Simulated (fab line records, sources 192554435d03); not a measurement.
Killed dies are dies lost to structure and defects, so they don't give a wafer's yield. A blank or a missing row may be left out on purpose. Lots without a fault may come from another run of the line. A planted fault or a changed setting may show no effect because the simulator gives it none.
Chamber matching | flow n5_finfet | N5_BEOL_M8_DEP_56 on pecvd-04: 3 sister chambers
The step deposits SiCN from 3MS/NH3, target thk 10 nm, time 17.5 s. 14 wafers are shown with their chamber, then 7 later ones without.

WAFERS WITH THEIR CHAMBER
wafer  | chamber | throttle_valve_pct (%) | showerhead_plenum_p_Torr (Torr)
L075.1 | 0       | 8.9                    | 3.671
L075.4 | 0       | 9.3                    | 3.675
L075.5 | 0       | 9.2                    | 3.667
L076.2 | 0       | 8.9                    | 3.672
L076.3 | 0       | 9.2                    | 3.667
L076.6 | 1       | 9.1                    | 3.654
L078.1 | 1       | 9.4                    | 3.651
L078.3 | 0       | 9.1                    | 3.679
L078.5 | 1       | 9.1                    | 3.660
L082.2 | 0       | 8.8                    | 3.657
L082.3 | 1       | 9.3                    | 3.655
L082.6 | 0       | 8.9                    | 3.674
L085.2 | 1       | 9.1                    | 3.649
L085.3 | 2       | 8.2                    | 3.663

SIGNATURES (means of the wafers above)
reading                  | chamber 0 | chamber 1 | chamber 2 | scatter within a chamber
throttle_valve_pct       | 9.037     | 9.200     | 8.200     | 0.17
showerhead_plenum_p_Torr | 3.67025   | 3.65380   | 3.66300   | 0.00591
Rule: a wafer's distance from a chamber is the root of the sum, over the readings, of the square of ((its reading less the chamber's mean) divided by the reading's scatter). The wafer belongs to the nearest chamber; if the next one is less than 2 further off, it can't be placed. The scatter: the root of (the sum of the squares of (reading less its chamber's mean) over the shown wafers, divided by (wafers less chambers)).

WAFERS WITHOUT THEIR CHAMBER
wafer  | throttle_valve_pct (%) | showerhead_plenum_p_Torr (Torr)
L085.4 | 9.2                    | 3.654
L097.1 | 8.1                    | 3.672
L097.2 | 9.2                    | 3.649
L097.5 | 9.3                    | 3.649
L095.1 | 9.1                    | 3.677
L095.2 | 9.5                    | 3.650
L095.4 | 9.2                    | 3.645

WHICH CHAMBER EACH WENT THROUGH
wafer  | from the rows above | in truth
L085.4 | 1                   | 1
L097.1 | 2                   | 2
L097.2 | 1                   | 1
L097.5 | 1                   | 1
L095.1 | 0                   | 0
L095.2 | 1                   | 1
L095.4 | 1                   | 1
Placed correctly: 7 of 7. Can't be placed from these rows: 0. Placed wrongly: 0.
